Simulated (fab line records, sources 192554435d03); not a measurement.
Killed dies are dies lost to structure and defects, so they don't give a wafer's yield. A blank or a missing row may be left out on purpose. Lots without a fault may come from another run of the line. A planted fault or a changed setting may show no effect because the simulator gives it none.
fab line records | flow n5_finfet
record lots=7 wafers=19 last_day=20
route steps=1938 shown BEOL_M0_SAQP@700 BEOL_M0_CUTY@701 BEOL_M4@1111 PASSIVATION@1936
lots that met no fault: from a run of the same line without faults
start_h: hours from the record's first day to the start of the lot's first wafer shown | wait_h: hours since the lot's step before | " the same as in the row above | L1.1+2: a row that stands for several wafers | - no value, or no start given | * or withheld: withheld | < > ~ a bound
route shown NAME@n: a module of which the file shows steps, and the number in the route of the first | usual: mean/standard deviation of fault-free wafers | same: alike in all rows | chamber/n: place in a boat | sites: the reading at each site | _std_site: their standard deviation | _edge_site: outer sites' mean less inner sites' | radius_mm: how far each site lies from the wafer's centre | mask NAME#n: copy n | behind: the tool/chamber that last shaped the wafer | hold: why the lot was held/for how many hours/how that ended | device: the transistor (n, p or np) that didn't switch | end of line: the same wafers' tests at the end of the route | a step without rows: its recipe alone | killed: dies lost to structure and defects at the first sort, not the wafer's yield | map: a wafer's dies, x killed, . not, _ none there
set.NAME: the setting as run; set.NAME@STEP: as run at that earlier step | model.NAME: the simulator's own value behind a step, which no gauge read
lots at some steps of the route; a table a step, a row a wafer
services: from which hour (start_h, from the record's first day; less than 0 if before it) a tool's chamber was out of use, for how many hours, and why
## steps
# step N5_BEOL_M0_SAQP_STRIP_75
# recipe chemistry=CF4 resist=SiARC power_w=300 bias_power_w=75 pressure_mtorr=50 cf4_flow_sccm=150 rf_frequency_hz=6e+07
# usual drypump_motor_current_A=5.7/0.39 oes_product_au=0.187/0.02 rf_vpp_V=271.7/1.5 showerhead_plenum_p_Torr=1.81/0.059 throttle_valve_pct=13.47/0.25
# columns lot.wafer tool chamber start_h wait_h drypump_motor_current_A oes_product_au rf_hours_counter_h rf_vpp_V showerhead_plenum_p_Torr throttle_valve_pct
L844.1 rie_diel-02 1 132.32 0.1 5.4 0.187 116 269.7 1.75 13.45
L844.2 " 3 " " 5.8 0.178 157 273.0 1.84 13.46
L844.4 " 2 " " 5.7 0.180 126 267.5 1.65 13.48
L852.4 rie_diel-06 0 176.97 0.1 6.2 0.182 81 272.1 1.81 13.35
L852.6 " 0 " " 6.2 0.192 - 272.9 1.81 13.35
L853.1 rie_diel-06 3 184.94 0.1 5.4 0.214 27 271.0 1.76 13.44
L853.6 " 3 " " 5.4 0.206 - 269.8 1.76 13.44
L854.1 rie_diel-06 1 189.25 0.1 5.5 0.158 222 271.6 1.81 13.62
L854.4 " 0 " " 6.3 0.189 84 272.3 1.81 13.34
L854.6 " 0 " " 6.3 0.178 - 270.5 1.81 13.33
L858.3 rie_diel-02 3 211.62 0.1 5.8 0.174 174 272.2 1.84 13.49
L858.5 " 2 " " 5.7 0.178 - 269.6 1.65 13.52
L858.6 " 0 " " 5.8 0.154 - 270.2 1.77 13.88
L860.2 rie_diel-06 1 226.26 0.1 5.5 0.157 233 272.2 1.81 13.65
L860.3 " 3 " " 5.4 0.202 38 271.0 1.76 13.49
L860.4 " 0 " " 6.3 0.185 94 271.8 1.80 13.35
L864.3 rie_diel-02 2 255.05 0.1 5.7 0.174 158 267.6 1.64 13.57
L864.5 " 0 " " 5.7 0.233 - 271.5 1.76 13.33
L864.6 " 1 " " 5.4 0.179 - 269.3 1.74 13.51
# step N5_BEOL_M0_CUTY_COAT_50
# recipe resist=SiARC temp_c=220 time_s=60 spin_rpm=1500 resist_thk_nm=15
# step N5_BEOL_M0_CUTY_COAT_51
# recipe resist=CAR-ArF-block spin_rpm=1500 resist_thk_nm=150
# step N5_BEOL_M0_CUTY_EBR_52
# recipe solvent=PGMEA ebr_width_mm=1.5
# step N5_BEOL_M0_CUTY_SOFTBAKE_53
# recipe temp_c=110 time_s=60 resist=CAR-ArF-block
# step N5_BEOL_M0_CUTY_EXPOSE_54
# recipe mask_id=M0_ABLK na=1.35 source_shape=conventional sigma_outer=0.8 polarization=unpolarized dose_mj=36
# step N5_BEOL_M0_CUTY_PEB_55
# recipe peb_temp_c=110 peb_time_s=60 resist=CAR-ArF-block
# step N5_BEOL_M0_CUTY_DEVELOP_56
# recipe develop_time_s=30 developer=TMAH resist=CAR-ArF-block rinse_liquid=diw dry=air_spin dev_temp_c=23
# step N5_BEOL_M0_CUTY_CD_MEAS_57
# recipe target_cd_nm=200 landing_energy_ev=500 detector=se_inlens polarity=line
# usual cd_nm=200.4/1.1
# columns lot.wafer tool chamber start_h wait_h cd_nm
L844.1 cd_sem-02 0 132.59 - 198.0
L844.2 " 0 " " 199.1
L844.4 " 0 " " 198.5
L852.4 cd_sem-02 0 177.26 - 201.3
L852.6 " 0 " " 199.2
L853.1 cd_sem-01 0 185.33 - 199.3
L853.6 " 0 " " 202.1
L854.1 cd_sem-02 0 189.51 - 199.7
L854.4 " 0 " " 201.7
L854.6 " 0 " " 202.6
L858.3 cd_sem-02 0 211.89 - 200.9
L858.5 " 0 " " 201.5
L858.6 " 0 " " 198.7
L860.2 cd_sem-02 0 226.53 - 198.1
L860.3 " 0 " " 199.0
L860.4 " 0 " " 200.2
L864.3 cd_sem-03 0 255.44 - 201.5
L864.5 " 0 " " 199.1
L864.6 " 0 " " 199.0
# step N5_BEOL_M0_CUTY_OVL_MEAS_58
# recipe points_per_wafer=44
# usual M0_ABLK_OVL=-0.4/0.69
# same points_per_wafer=44
# columns lot.wafer tool chamber start_h wait_h M0_ABLK_OVL[nm]
L844.1 overlay-01 0 132.63 0.0 -0.4
L844.2 " 0 " " -0.5
L844.4 " 0 " " 0.8
L852.4 overlay-01 0 177.29 0.0 -0.5
L852.6 " 0 " " -0.2
L853.1 overlay-01 0 185.36 0.0 0.1
L853.6 " 0 " " -0.6
L854.1 overlay-01 0 189.54 0.0 0.3
L854.4 " 0 " " 0.2
L854.6 " 0 " " 1.0
L858.3 overlay-01 0 211.92 0.0 -0.2
L858.5 " 0 " " -0.7
L858.6 " 0 " " 0.7
L860.2 overlay-01 0 226.56 0.0 -0.9
L860.3 " 0 " " -1.3
L860.4 " 0 " " 0.1
L864.3 overlay-01 0 255.47 0.0 0.5
L864.5 " 0 " " 0.1
L864.6 " 0 " " -0.1
# step N5_BEOL_M0_CUTY_INSPECT_59
# recipe mode=adi inspect_instrument=macro
# usual raw_defect_count=2.1/1.3
# columns lot.wafer tool chamber start_h wait_h raw_defect_count
L844.1 defect_inspect-01 - 132.65 0.0 4
L844.2 " - " " 0
L844.4 " - " " 2
L852.4 defect_inspect-02 - 177.31 0.0 0
L852.6 " - " " 0
L853.1 defect_inspect-02 - 185.38 0.0 1
L853.6 " - " " 1
L854.1 defect_inspect-02 - 189.57 0.0 2
L854.4 " - " " 2
L854.6 " - " " 0
L858.3 defect_inspect-02 - 211.94 0.0 1
L858.5 " - " " 2
L858.6 " - " " 2
L860.2 defect_inspect-01 - 226.58 0.0 1
L860.3 " - " " 0
L860.4 " - " " 4
L864.3 defect_inspect-01 - 255.50 0.0 4
L864.5 " - " " 6
L864.6 " - " " 1
# step N5_BEOL_M0_CUTY_DESCUM_61
# recipe chemistry=O2 time_s=7.9 source_power_w=50 bias_power_w=20 pressure_mtorr=20 rf_frequency_hz=2.712e+07 temp_c=40 resist=CAR-ArF-block o2_flow_sccm=225
# usual drypump_motor_current_A=5.6/0.5 oes_product_au=0.77/0.083 rf_vpp_V=243.1/1.1 showerhead_plenum_p_Torr=2.09/0.057 throttle_valve_pct=20.23/0.21
# columns lot.wafer tool chamber start_h wait_h drypump_motor_current_A oes_product_au rf_hours_counter_h rf_vpp_V showerhead_plenum_p_Torr throttle_valve_pct
L844.1 rie_diel-04 2 132.68 0.0 4.9 0.76 128 243.5 2.08 19.88
L844.2 " 3 " " 6.5 0.72 195 242.7 2.18 20.27
L844.4 " 2 " " 4.9 0.75 - 243.6 2.08 19.88
L852.4 rie_diel-01 3 177.47 0.2 5.6 0.86 56 243.3 2.04 20.02
L852.6 " 1 " " 5.0 0.74 - 245.0 2.19 20.40
L853.1 rie_diel-01 3 185.42 0.0 5.6 0.84 58 241.7 2.04 20.01
L853.6 " 0 " " 5.5 0.73 - 242.5 2.09 20.53
L854.1 rie_diel-01 3 189.60 0.0 5.6 0.84 60 241.9 2.04 20.05
L854.4 " 0 " " 5.5 0.71 192 243.6 2.09 20.53
L854.6 " 0 " " 5.5 0.72 - 243.1 2.09 20.54
L858.3 rie_diel-05 0 211.97 0.0 5.3 0.81 108 243.5 2.10 20.24
L858.5 " 0 " " 5.3 0.81 - 244.1 2.10 20.24
L858.6 " 3 " " 5.3 0.92 - 244.0 2.04 20.08
L860.2 rie_diel-04 1 226.91 0.3 6.3 0.87 45 244.5 2.11 20.28
L860.3 " 3 " " 6.6 0.71 219 243.8 2.17 20.32
L860.4 " 0 " " 5.7 0.66 241 242.2 2.06 20.27
L864.3 rie_diel-01 0 255.57 0.1 5.5 0.70 219 242.4 2.08 20.56
L864.5 " 0 " " 5.5 0.70 - 242.4 2.08 20.57
L864.6 " 3 " " 5.7 0.81 - 242.1 2.03 20.06
# step N5_BEOL_M0_CUTY_ETCH_62
# recipe chemistry=CF4 target=SiARC mask_material=CAR-ArF-block time_s=58.5 ion_energy_ev=80 pressure_mtorr=40 source_w=545 bias_w=36 Ar_flow_sccm=100 cf4_flow_sccm=100 ends=cleared
# usual drypump_motor_current_A=5.6/0.5 etch_rf_on_time_s=59.0/1.5 oes_product_au=0.66/0.069 rf_vpp_V=184.0/1.1 showerhead_plenum_p_Torr=2.14/0.049 throttle_valve_pct=15.47/0.16
# columns lot.wafer tool chamber start_h wait_h drypump_motor_current_A etch_rf_on_time_s oes_product_au rf_hours_counter_h rf_vpp_V showerhead_plenum_p_Torr throttle_valve_pct
L844.1 rie_diel-04 2 132.72 0.0 4.9 62.7 0.63 128 183.5 2.14 15.19
L844.2 " 3 " " 6.6 58.2 0.62 195 184.8 2.20 15.46
L844.4 " 2 " " 4.9 62.7 0.63 - 184.1 2.15 15.18
L852.4 rie_diel-01 3 177.51 0.0 5.7 84.1 0.61 56 183.9 2.09 15.25
L852.6 " 1 " " 5.1 58.7 0.64 - 186.0 2.22 15.49
L853.1 rie_diel-01 3 185.45 0.0 5.6 85.3 0.60 58 183.8 2.09 15.26
L853.6 " 0 " " 5.5 59.1 0.61 - 184.4 2.14 15.69
L854.1 rie_diel-01 3 189.64 0.0 5.6 84.7 0.60 60 184.1 2.09 15.26
L854.4 " 0 " " 5.5 86.8 0.52 192 184.0 2.13 15.70
L854.6 " 0 " " 5.5 59.1 0.61 - 184.0 2.13 15.69
L858.3 rie_diel-05 0 212.01 0.0 5.2 59.9 0.66 108 184.5 2.17 15.56
L858.5 " 0 " " 5.3 59.9 0.66 - 183.2 2.17 15.55
L858.6 " 3 " " 5.2 60.4 0.78 - 181.6 2.11 15.36
L860.2 rie_diel-04 1 226.95 0.0 6.4 58.2 0.74 45 185.3 2.17 15.57
L860.3 " 3 " " 6.6 58.3 0.60 219 184.2 2.20 15.50
L860.4 " 0 " " 5.7 59.7 0.57 241 183.9 2.12 15.68
L864.3 rie_diel-01 0 255.60 0.0 5.5 59.6 0.59 219 183.9 2.13 15.76
L864.5 " 0 " " 5.5 59.3 0.59 - 183.8 2.13 15.76
L864.6 " 3 " " 5.6 57.5 0.70 - 183.0 2.08 15.31
# step N5_BEOL_M0_CUTY_ETCH_63
# recipe chemistry=N2/H2 target=SOC target_depth_a=827 overetch_a=165 mask_material=SiARC temp_c=40 ion_energy_ev=200 time_s=124 pressure_mtorr=30 source_w=840 bias_w=150 n2_flow_sccm=200 h2_flow_sccm=200
# usual drypump_motor_current_A=5.6/0.5 oes_product_au=0.64/0.066 rf_vpp_V=523.8/2.1 showerhead_plenum_p_Torr=2.54/0.08 throttle_valve_pct=17.67/0.22
# columns lot.wafer tool chamber start_h wait_h drypump_motor_current_A oes_product_au rf_hours_counter_h rf_vpp_V showerhead_plenum_p_Torr throttle_valve_pct
L844.1 rie_diel-04 2 132.77 0.0 4.9 0.62 128 523.6 2.56 17.43
L844.2 " 3 " " 6.6 0.59 195 525.0 2.62 17.54
L844.4 " 2 " " 4.9 0.63 - 523.8 2.56 17.43
L852.4 rie_diel-01 3 177.55 0.0 5.6 0.70 56 521.4 2.50 17.46
L852.6 " 1 " " 5.1 0.61 - 526.9 2.69 18.04
L853.1 rie_diel-01 3 185.50 0.0 5.7 0.70 58 521.3 2.49 17.46
L853.6 " 0 " " 5.5 0.59 - 523.7 2.53 17.86
L854.1 rie_diel-01 3 189.68 0.0 5.6 0.70 60 524.0 2.49 17.47
L854.4 " 0 " " 5.5 0.58 192 522.1 2.53 17.88
L854.6 " 0 " " 5.5 0.59 - 523.0 2.53 17.85
L858.3 rie_diel-05 0 212.06 0.0 5.2 0.64 108 524.4 2.56 17.60
L858.5 " 0 " " 5.2 0.64 - 524.9 2.55 17.57
L858.6 " 3 " " 5.2 0.76 - 522.5 2.49 17.58
L860.2 rie_diel-04 1 226.99 0.0 6.4 0.70 45 525.4 2.60 17.94
L860.3 " 3 " " 6.6 0.58 219 526.2 2.61 17.57
L860.4 " 0 " " 5.8 0.55 241 523.2 2.48 17.58
L864.3 rie_diel-01 0 255.65 0.0 5.5 0.57 219 524.0 2.52 17.91
L864.5 " 0 " " 5.5 0.57 - 523.4 2.52 17.90
L864.6 " 3 " " 5.6 0.66 - 522.1 2.48 17.51
# step N5_BEOL_M4_RC_MEAS_101
# usual DIBL_N=37.1/2.6 DIBL_P=38/3 IOFF_N=0.18/0.052 IOFF_P=0.25/0.06 ION_N=678/15 ION_P=467/8.6 SS_N=71.7/0.73 SS_P=73.7/0.89 VT_N=249/4.3 VT_P=-248/3.8
# columns lot.wafer tool chamber start_h wait_h DIBL_N[mV/V] DIBL_P[mV/V] IOFF_N[nA/um] IOFF_P[nA/um] ION_N[uA/um] ION_P[uA/um] SS_N[mV/dec] SS_P[mV/dec] VT_N[mV] VT_P[mV]
L844.1 prober-01 0 257.42 0.4 34.8 35 0.14 0.21 678 470 71.3 73.5 251 -249
L844.2 " 0 " " 35.0 36 0.14 0.25 658 462 71.2 73.7 250 -244
L844.4 " 0 " " 37.5 37 0.18 0.25 675 458 72.8 74.1 248 -247
L852.4 prober-02 0 294.82 0.5 28.1 29 0.07 0.12 629 443 69.9 71.6 261 -260
L852.6 " 0 " " 33.8 34 0.12 0.16 644 448 71.4 72.5 255 -254
L853.1 prober-02 0 300.21 0.0 42.1 43 0.31 0.34 700 469 73.5 74.7 243 -244
L853.6 " 0 " " 34.3 35 0.14 0.21 663 462 70.7 72.8 251 -247
L854.1 prober-02 0 323.11 0.0 34.0 32 0.11 0.16 657 450 71.3 73.2 256 -255
L854.4 " 0 " " 35.6 33 0.13 0.18 667 457 72.0 73.3 253 -254
L854.6 " 0 " " 38.1 36 0.18 0.21 687 464 72.2 73.5 251 -254
L858.3 prober-02 0 327.20 0.3 38.7 40 0.19 0.30 681 474 71.1 74.3 249 -244
L858.5 " 0 " " 37.3 37 0.18 0.26 690 473 71.5 73.5 248 -243
L858.6 " 0 " " 40.8 43 0.24 0.39 687 477 72.3 74.8 243 -239
L860.2 prober-01 0 348.81 0.2 38.7 41 0.21 0.26 686 463 72.1 74.4 248 -248
L860.3 " 0 " " 38.3 40 0.20 0.23 684 463 71.8 74.2 245 -250
L860.4 " 0 " " 34.2 37 0.13 0.20 666 464 70.8 72.9 253 -252
L864.3 prober-02 0 375.66 0.3 38.1 39 0.22 0.27 683 469 72.4 74.3 245 -249
L864.5 " 0 " " 37.7 40 0.22 0.29 690 468 72.2 74.0 245 -247
L864.6 " 0 " " 40.0 42 0.27 0.34 699 472 72.8 74.7 242 -242
# step N5_PASSIVATION_PROBE_49
# usual defect_limited_yield=91.4/1.4 killed_at_M0_to_M3=34/9.1 killed_at_M4_up=14/5.2 killed_at_contacts=12/6.4 killed_at_front_end=38/11 killed_at_other=3.7/2.8 killed_dies=102/17 killed_open=68/13 killed_short=32/7.8 sort_bin_4_leakage=0.05/0.3 sort_bin_5_function=5.1/1 sort_bin_6_memory=3.2/0.66 sort_bin_8_speed=0.1/0.92 sort_n_pass=1076/19 sort_yield_pct=91.2/1.6
# same gross_dies=1180 killed_at_back_side=0
# columns lot.wafer tool chamber start_h wait_h defect_limited_yield[%] killed_at_M0_to_M3 killed_at_M4_up killed_at_contacts killed_at_front_end killed_at_other killed_dies killed_open killed_short sort_bin_4_leakage[%] sort_bin_5_function[%] sort_bin_6_memory[%] sort_bin_8_speed[%] sort_n_pass sort_yield_pct[%]
L844.1 prober-01 - 359.12 0.0 91.9 38 16 17 20 4 95 61 32 0 4.1 3.7 0 1085 91.9
L844.2 prober-01 - 359.17 0.1 91.5 30 20 10 34 6 100 59 39 0 4.8 3.1 0 1080 91.5
L844.4 prober-01 - 359.27 0.2 94.3 24 11 4 27 1 67 47 20 0 3.2 2.2 0 1113 94.3
L852.4 prober-01 - 398.67 0.2 93.6 17 7 8 39 4 75 56 17 0 4.0 2.2 10.9 976 82.7
L852.6 prober-01 - 398.77 0.3 90.9 30 15 14 48 0 107 73 31 0 5.3 3.6 0 1073 90.9
L853.1 prober-01 - 405.24 0.0 90.6 39 11 9 50 2 111 75 34 0.76 5.4 3.9 0 1060 89.8
L853.6 prober-01 - 405.49 0.3 90.0 55 9 4 45 5 118 79 38 0 6.3 3.4 0 1062 90.0
L854.1 prober-02 - 432.04 0.0 91.4 33 14 12 41 1 101 68 32 0 4.7 3.8 0 1079 91.4
L854.4 prober-02 - 432.19 0.2 91.1 38 10 14 37 6 105 63 38 0 5.3 3.6 0 1075 91.1
L854.6 prober-02 - 432.29 0.3 93.1 30 11 4 31 6 82 51 29 0 4.2 2.5 0 1098 93.1
# killed by level:class
L844.1 MOL_CONTACT_COAG:geometric_particle:open=13 BEOL_M4:geometric_particle:open=9 BEOL_M2:geometric_particle:open=8 BEOL_M0_SAQP:geometric_particle:short=7 BEOL_M3:geometric_particle:open=7 BEOL_M1:geometric_particle:open=5 STI_FIN_REVEAL:geometric_particle:open=4 MOL_CONTACT_COAG:geometric_particle:short=4
L844.2 BEOL_M4:geometric_particle:open=12 BEOL_M0_SAQP:geometric_particle:short=9 MOL_CONTACT_COAG:geometric_particle:open=9 STI_FIN_REVEAL:geometric_particle:open=8 BEOL_M0_SAQP:geometric_particle:open=8 BEOL_M0:geometric_particle:open=5 STARTING-WAFER:geometric_particle:short=5 BEOL_M4:geometric_particle:short=4
L844.4 STI_FIN_REVEAL:geometric_particle:open=12 BEOL_M4:geometric_particle:open=8 BEOL_M0_SAQP:geometric_particle:open=6 BEOL_M0_SAQP:geometric_particle:short=6 BEOL_M2:geometric_particle:open=5 DUMMY_GATE:geometric_particle:open=4 MOL_CONTACT_COAG:geometric_particle:open=3 STARTING-WAFER:geometric_particle:short=3
L852.4 FIN_SAQP:geometric_particle:open=12 STI_FIN_REVEAL:geometric_particle:open=11 FIN_SAQP:geometric_particle:short=7 MOL_CONTACT_COAG:geometric_particle:open=7 BEOL_M2:geometric_particle:open=4 BEOL_M3:geometric_particle:open=4 BEOL_M5:geometric_particle:open=3 BEOL_M0_SAQP:geometric_particle:open=3
L852.6 FIN_SAQP:geometric_particle:open=18 MOL_CONTACT_COAG:geometric_particle:open=11 BEOL_M0_SAQP:geometric_particle:open=8 BEOL_M0_SAQP:geometric_particle:short=7 STI_FIN_REVEAL:geometric_particle:open=6 BEOL_M2:geometric_particle:open=6 DUMMY_GATE:geometric_particle:open=6 BEOL_M2:geometric_particle:short=6
L853.1 FIN_SAQP:geometric_particle:open=14 FIN_SAQP:geometric_particle:short=9 MOL_CONTACT_COAG:geometric_particle:open=8 BEOL_M0_SAQP:geometric_particle:open=8 BEOL_M0_SAQP:geometric_particle:short=8 BEOL_M1:geometric_particle:open=8 BEOL_M2:geometric_particle:open=6 GATE_CUT:geometric_particle:open=5
L853.6 FIN_SAQP:geometric_particle:open=14 BEOL_M0_SAQP:geometric_particle:open=14 BEOL_M2:geometric_particle:open=12 BEOL_M0_SAQP:geometric_particle:short=8 FIN_SAQP:geometric_particle:short=7 BEOL_M1:geometric_particle:open=7 GATE_CUT:geometric_particle:open=6 DUMMY_GATE:geometric_particle:open=5
L854.1 FIN_SAQP:geometric_particle:open=9 BEOL_M2:geometric_particle:open=9 STI_FIN_REVEAL:geometric_particle:open=8 MOL_CONTACT_COAG:geometric_particle:open=8 DUMMY_GATE:geometric_particle:open=7 FIN_SAQP:geometric_particle:short=6 BEOL_M0_SAQP:geometric_particle:open=6 BEOL_M4:geometric_particle:open=6
L854.4 MOL_CONTACT_COAG:geometric_particle:open=12 BEOL_M0_SAQP:geometric_particle:short=9 BEOL_M0_SAQP:geometric_particle:open=7 BEOL_M1:geometric_particle:open=7 FIN_SAQP:geometric_particle:short=6 BEOL_M2:geometric_particle:open=6 STI_FIN_REVEAL:geometric_particle:open=5 BEOL_M3:geometric_particle:open=5
L854.6 BEOL_M0_SAQP:geometric_particle:open=7 BEOL_M0_SAQP:geometric_particle:short=7 DUMMY_GATE:geometric_particle:open=6 BEOL_M1:geometric_particle:open=5 FIN_SAQP:geometric_particle:open=4 BEOL_M2:geometric_particle:open=4 STI_FIN_REVEAL:geometric_particle:open=4 FIN_SAQP:geometric_particle:short=3
## services
# columns tool chamber start_h hours kind
rie_diel-01 1 110.94 3.2 repair
rie_diel-01 - 123.84 1.0 repair
rie_diel-02 1 124.87 2.3 repair
rie_diel-04 0 130.04 8.7 repair
rie_diel-01 - 147.93 0.5 repair
rie_diel-05 - 177.06 2.8 pm
rie_diel-05 - 188.93 0.2 repair
rie_diel-02 1 203.70 9.6 repair
rie_diel-04 3 206.48 9.8 repair
rie_diel-01 0 208.40 5.3 repair
rie_diel-05 - 208.65 0.6 repair
rie_diel-02 0 216.37 5.1 repair
rie_diel-01 3 226.33 4.3 repair
rie_diel-05 1 232.14 1.4 repair
rie_diel-02 0 235.97 - clean
rie_diel-01 2 238.47 - clean
rie_diel-01 2 238.47 - consumable_replace:focus_ring
rie_diel-01 2 238.47 - consumable_replace:showerhead
rie_diel-01 2 238.47 17.9 scheduled_down
rie_diel-01 2 238.47 17.9 vent_cycle
rie_diel-04 0 249.99 - clean
rie_diel-04 0 249.99 - consumable_replace:focus_ring
rie_diel-04 0 249.99 21.8 scheduled_down
rie_diel-04 0 249.99 21.8 vent_cycle
## key
first_sign step=N5_BEOL_M0_CUTY_ETCH_62 reading=etch_rf_on_time_s direction=up sigmas=17 usual=* struck=*
effect none on later readings
met_at N5_BEOL_M0_CUTY_ETCH_62
struck_wafers L852.4,L853.1,L854.1,L854.4
fault kind=process_parameter_drift tool=rie_diel-01 chamber=- onset_h=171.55 steps=N5_BEOL_M0_CUTY_ETCH_62 channel=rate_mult offset=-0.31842 shape=step end_h=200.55 scope=struck_wafers_only
